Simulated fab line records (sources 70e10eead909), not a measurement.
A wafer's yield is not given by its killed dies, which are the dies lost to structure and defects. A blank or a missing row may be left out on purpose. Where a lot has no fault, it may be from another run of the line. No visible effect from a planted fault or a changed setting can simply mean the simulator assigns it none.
Which tool was responsible? || flow nand-harc || 18 wafers from 6 lots sampled at 5 of the route's 1159 steps

WHAT THE GAUGES READ, wafer by wafer
NHARC_END_SORT_01.
{"lot": "L943", "measured": "day 22 21:49", "on": "prober-01", "defect-limited-yield (%)": "95.0 93.1 94.5"}
{"lot": "L947", "measured": "day 23 20:22", "on": "prober-02", "defect-limited-yield (%)": "61.0 96.0 95.7"}

TOOL THAT RAN EACH LOT (tool first, then ch and the chambers of the sampled wafers, then the start)
{"lot": "L932", "NHARC_P_BONDPAD_CMP_32": "cmp-02 ch 0,1,3, day 6 16:09", "NHARC_A_M1_DEGAS_29": "pvd-sputter-02, day 18 05:29", "NHARC_A_M1_PVD_21": "pvd-sputter-02, day 18 09:28 or earlier", "NHARC_A_BONDPAD_DESCUM_11": "rie-diel-09 ch 0,2,3, day 18 09:28"}
{"lot": "L935", "NHARC_P_BONDPAD_CMP_32": "cmp-04 ch 0,1,2, day 7 14:14", "NHARC_A_M1_DEGAS_29": "pvd-sputter-01, day 19 14:09", "NHARC_A_M1_PVD_21": "pvd-sputter-01, day 19 17:44 or earlier", "NHARC_A_BONDPAD_DESCUM_11": "rie-diel-13 ch 1,2,3, day 19 17:44"}
{"lot": "L937", "NHARC_P_BONDPAD_CMP_32": "cmp-04 ch 1,2,3, day 7 18:44", "NHARC_A_M1_DEGAS_29": "pvd-sputter-03, day 18 23:45", "NHARC_A_M1_PVD_21": "pvd-sputter-03, day 19 03:20 or earlier", "NHARC_A_BONDPAD_DESCUM_11": "rie-diel-13 ch 1,2,3, day 19 03:20"}
{"lot": "L943", "NHARC_P_BONDPAD_CMP_32": "cmp-02 ch 0,1,2, day 10 03:41", "NHARC_A_M1_DEGAS_29": "pvd-sputter-03, day 21 08:34", "NHARC_A_M1_PVD_21": "pvd-sputter-03, day 21 12:17 or earlier", "NHARC_A_BONDPAD_DESCUM_11": "rie-diel-13 ch 1,2,3, day 21 12:17"}
{"lot": "L947", "NHARC_P_BONDPAD_CMP_32": "cmp-01 ch 1,2,3, day 10 12:14", "NHARC_A_M1_DEGAS_29": "pvd-sputter-02, day 22 08:50", "NHARC_A_M1_PVD_21": "pvd-sputter-02, day 22 12:38 or earlier", "NHARC_A_BONDPAD_DESCUM_11": "rie-diel-03 ch 0,2,3, day 22 12:38"}
{"lot": "L951", "NHARC_P_BONDPAD_CMP_32": "cmp-02 ch 0,1,2, day 11 07:37", "NHARC_A_M1_DEGAS_29": "pvd-sputter-02, day 22 15:34", "NHARC_A_M1_PVD_21": "pvd-sputter-02, day 22 19:18 or earlier", "NHARC_A_BONDPAD_DESCUM_11": "rie-diel-09 ch 1,2, day 22 19:18"}
- NHARC_P_BONDPAD_CMP_32: polishes SiCN, target thk 200 nm.
- NHARC_A_M1_DEGAS_29: time 60 s.
- NHARC_A_M1_PVD_21: deposits Cu, target thk 30 nm, time 20.49 s.
- NHARC_A_BONDPAD_DESCUM_11: chemistry O2, time 3 s.

THE ANSWER, worked out from the rows above alone
Rule: what is usual is taken from the lots themselves. Put in order of their means at a reading, lots are off if they are a third of the lots or fewer, leave a main group of 4 or more, and stand apart from it by a gap of 3 or more times the standard deviation of the main group's means; of several such gaps the widest counts. A main group whose means are all the same, to the digits that the tables above print for the reading, isn't used. Also off: a lot with no number at a reading for which 4 or more lots have one. Where the step has rows for the other lots, those lots are counted as sound.
No lot is off at any reading shown: from this, nothing can be told.

WHAT THE SIMULATOR HAD PUT IN
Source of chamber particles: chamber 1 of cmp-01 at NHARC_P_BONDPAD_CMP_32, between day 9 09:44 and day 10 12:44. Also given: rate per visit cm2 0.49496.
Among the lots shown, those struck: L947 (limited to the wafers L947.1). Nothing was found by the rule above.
